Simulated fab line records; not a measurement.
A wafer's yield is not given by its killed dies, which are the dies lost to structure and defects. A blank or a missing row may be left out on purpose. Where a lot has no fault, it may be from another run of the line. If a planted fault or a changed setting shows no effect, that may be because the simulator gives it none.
A single fault, viewed from 2 desks | flow nand harc | numbers are kept per desk, each desk with only its own; the story behind them comes last

== AT THE METROLOGY DESK ==
Lot by lot, what the gauges showed, no matter which tool ran the lot: averages of those sampled wafers that carry a number. Marked OUT: a lot whose mean sits more than 4 standard deviations from the usual mean, which makes it out of limits; the brackets give that distance.
Columns: A = thk nm at NHARC_A_DECK1_JOINT_THK_MEAS_17, usual 45.0 nm; B = thk nm at NHARC_A_ONON_D2_THK_MEAS_05, usual 1001 nm; C = thk nm at NHARC_A_ONON_D2_THK_MEAS_11, usual 998 nm
lot  | first seen here | A    | B    | C
L961 | day 12 13:39    | 44.8 | 989  | 998
L962 | day 12 13:40    | 45.4 | 995  | 996
L963 | day 13 20:43    | 45.2 | 1000 | 1012
L964 | day 13 20:43    | 44.4 | 993  | 965
L965 | day 14 03:24    | 44.9 | 1008 | 885 (-8.7) OUT
L967 | day 14 11:44    | 45.6 | 1004 | 623 (-29) OUT
L975 | day 18 09:40    | 44.9 | 988  | 999
L976 | day 18 18:05    | 44.2 | 1012 | 1007
L978 | day 19 13:00    | 44.7 | 996  | 998
L979 | day 19 13:00    | 44.9 | 1013 | 975
L980 | day 20 12:29    | 45.2 | 989  | 1004
L981 | day 21 06:18    | 44.8 | 1005 | 1008
L982 | day 21 20:05    | 45.7 | 977  | 975
L984 | day 22 09:07    | 44.6 | 987  | 1014
Finding of this desk: L965, L967 out of limits; the first was L965 at day 14 05:43, on thk nm at NHARC_A_ONON_D2_THK_MEAS_11. Within limits: L961, L962, L963, L964, L975, L976, L978, L979, L980, L981, L982, L984.

== THE TOOL OWNER'S DESK: pecvd onon-02 ==
The tool's own readings at NHARC_A_ONON_D2_DEP_09 (target thk 1000 nm): means of the sampled wafers that have a number, for each lot that ran on this tool. Marked OUT: a lot whose mean sits more than 4 standard deviations from the usual mean, which makes it out of limits; the brackets give that distance.
Columns: A = n2o flow sccm at NHARC_A_ONON_D2_DEP_09, usual 1999 sccm; B = sih4 flow sccm at NHARC_A_ONON_D2_DEP_09, usual 210.0 sccm; C = susceptor temp C at NHARC_A_ONON_D2_DEP_09, usual 399.95 C
lot  | first seen here | A    | B     | C
L962 | day 12 15:40    | 1997 | 209.4 | 399.95
L964 | day 13 22:34    | 2000 | 209.8 | 399.87
L965 | day 14 05:16    | 1999 | 209.8 | 400.03
L967 | day 14 13:43    | 1996 | 210.4 | 400.28
L975 | day 18 11:28    | 2001 | 210.0 | 399.66
L976 | day 18 19:52    | 1998 | 210.6 | 400.17
L979 | day 19 14:49    | 2004 | 210.3 | 399.93
L980 | day 20 14:18    | 1994 | 209.7 | 399.98
L982 | day 21 22:10    | 2000 | 210.0 | 400.25
Finding of this desk: none of the 9 lots has anything out of limits.

== ALL TOGETHER ==
On L965, L967, the metrology desk was in a position to raise an alarm at day 14 05:43.
The desk of the tool owner found nothing out of limits.
On record at the tool owner's desk: L965, L967, within its limits.
Of the lots named, all ran NHARC_A_ONON_D2_DEP_09 on pecvd onon-02.

== WHAT THE SIMULATOR HAD PUT IN ==
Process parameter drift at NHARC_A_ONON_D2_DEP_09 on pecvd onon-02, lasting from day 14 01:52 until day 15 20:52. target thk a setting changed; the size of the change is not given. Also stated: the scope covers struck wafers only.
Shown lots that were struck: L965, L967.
Time in hours between the start of the fault and the first out-of-limits reading at each desk: metrology desk, 4.
